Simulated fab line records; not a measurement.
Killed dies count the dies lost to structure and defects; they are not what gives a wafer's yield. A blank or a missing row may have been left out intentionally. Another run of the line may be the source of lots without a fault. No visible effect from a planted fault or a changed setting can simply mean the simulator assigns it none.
Comparing a struck lot with a sound one -- flow n5Finfet -- 23 steps out of a route of 1938
Sound: wafers L249.3, L249.5, L249.6. Wafers struck: L264.1, L264.2, L264.6. The cause comes at the end.
Per side, at each step with rows, come the tool, then ch with its chambers, and then its first start. Under that, the readings that differ: sound wafers -- struck wafers -- difference of the means -- sigmas: that difference in standard deviations of wafers without a fault.
alike: words and numbers the same on both sides, and readings whose means are apart by under 2 such deviations; not compared: readings that were withheld, readings missing a value for some wafer, numbers with overlapping values and no deviation given by the record, and bounds like >300 which may hide the same value.
The two part at a step that has a row with sigmas, a row that says differs or no value, or rows on one side only. Non-overlapping numbers with no deviation appear without sigmas and do not part them. A reading missing from all wafers of one side parts the sides only when that side holds two or more wafers.

first, 9 steps without rows for these wafers: N5_DUMMY_GATE_COAT_09 (resist thk 30 nm); N5_DUMMY_GATE_EBR_11; N5_DUMMY_GATE_SOFTBAKE_10 (time 60 s); N5_DUMMY_GATE_EXPOSE_12 (exposes mask GATE, target cd 25 nm); N5_DUMMY_GATE_PEB_13 (peb time 60 s); N5_DUMMY_GATE_DEVELOP_14 (develop time 30 s); N5_DUMMY_GATE_DESCUM_20 (chemistry O2, time 6.2 s); N5_DUMMY_GATE_ETCH_29 (etches underlayer in N2/H2, target depth 13 nm); N5_DUMMY_GATE_ETCH_36 (etches SiARC in CF4, target depth 13 nm).
N5_DUMMY_GATE_ETCH_37: etches SOC in N2/H2, target depth 60 nm, overetch 30 nm.
  sound on rieDiel-05 ch 0,1, day 3 10:02; struck on rieDiel-03 ch 1,2,3, day 8 19:29
  no value came back on the struck wafers for any of 7 readings (biasW (W), chamberPressureMTorr (mTorr) and others); on the sound wafers biasW (W) reads 149.8 150.0 150.1
reading,sound,struck,difference,sigmas
model.CAR-EUV_of_DUMMY_GATE_COAT_09.thkNm (nm),0 0 0,11.8 11.4 12,+11.7,
model.underlayer_of_DUMMY_GATE_COAT_28.thkNm (nm),0 0 0,10 10 10,+10,
model.SiARC_of_DUMMY_GATE_COAT_35.thkNm (nm),5 5 5,10 10 10,+5,
  not compared: rfHoursCounterH
then, 4 steps without rows for these wafers: N5_DUMMY_GATE_STRIP_38 (strips in N2/H2); N5_DUMMY_GATE_STRIP_39 (strips in N2/H2); N5_DUMMY_GATE_TRIM_49 (chemistry O2, time 29 s, target cd 14 nm); N5_DUMMY_GATE_STRIP_40 (strips in CF4).
N5_DUMMY_GATE_CD_MEAS_50: target cd 14 nm.
  sound on cdSem-01, day 3 10:16; struck on cdSem-01, day 8 19:56
reading,sound,struck,difference,sigmas
cdNm (nm),14.4 13.9 14.6,- - -,no value on the struck wafers,
N5_DUMMY_GATE_ETCH_31: etches SiO2 in C4F6/O2, target depth 82.5 nm, time 27.5 s.
  sound on rieDiel-05 ch 1,2, day 3 10:19; struck on rieDiel-05 ch 0,2, day 8 20:03
reading,sound,struck,difference,sigmas
oesProductAu (a.u.),0.81 0.81 0.68,0.31 0.33 0.32,-0.45,-6
throttleValvePct (%),20.97 20.95 21.70,20.67 20.93 20.67,-0.45,-2
  alike: C4F6_flow_sccm, O2_flow_sccm, drypumpMotorCurrentA, rfVppV, showerheadPlenumPTorr
  not compared: rfHoursCounterH
then, 3 steps without rows for these wafers: N5_DUMMY_GATE_STRIP_41 (strips in O2); N5_DUMMY_GATE_ETCH_32 (etches SiO2 in CF4, target depth 3.5 nm, time 3.9 s); N5_DUMMY_GATE_ETCH_23 (etches poly-Si in HBr/Cl2/O2, target depth 41 nm, time 22.3 s).
N5_DUMMY_GATE_ETCH_44: etches poly-Si in HBr/O2, stops on SiO2, target depth 127.5 nm.
  sound on rieSi-06 ch 2,3, day 3 10:38; struck on rieSi-06 ch 0,1,2, day 8 20:30
reading,sound,struck,difference,sigmas
oesProductAu (a.u.),0.751 0.740 0.743,0.372 0.374 0.380,-0.369,-31
  alike: HBr_flow_sccm, O2_flow_sccm, drypumpMotorCurrentA, throttleValvePct
  not compared: rfHoursCounterH
N5_DUMMY_GATE_CD_MEAS_24: target cd 15 nm.
  sound on cdSem-02, day 3 10:46; struck on cdSem-03, day 8 20:37
reading,sound,struck,difference,sigmas
cdNm (nm),15.3 15.0 15.1,- - -,no value on the struck wafers,
N5_BEOL_M4_RC_MEAS_101:
  the record has rows for the sound wafers here (prober-02 ch 0, day 8 18:21) and none for the struck ones
-- record jumps: 10 days separate the struck wafers' starts on either side; left off in module BEOL_M4, taken up again in module PASSIVATION, whose first shown step is the route's number 1936 --
N5_PASSIVATION_PROBE_49:
  record: rows for the struck wafers here (prober-02, day 18 17:23), none for the sound ones

WHERE THEY PART
First at N5_DUMMY_GATE_ETCH_37; last, within this record, at N5_PASSIVATION_PROBE_49.

WHY: whatever the simulator had introduced
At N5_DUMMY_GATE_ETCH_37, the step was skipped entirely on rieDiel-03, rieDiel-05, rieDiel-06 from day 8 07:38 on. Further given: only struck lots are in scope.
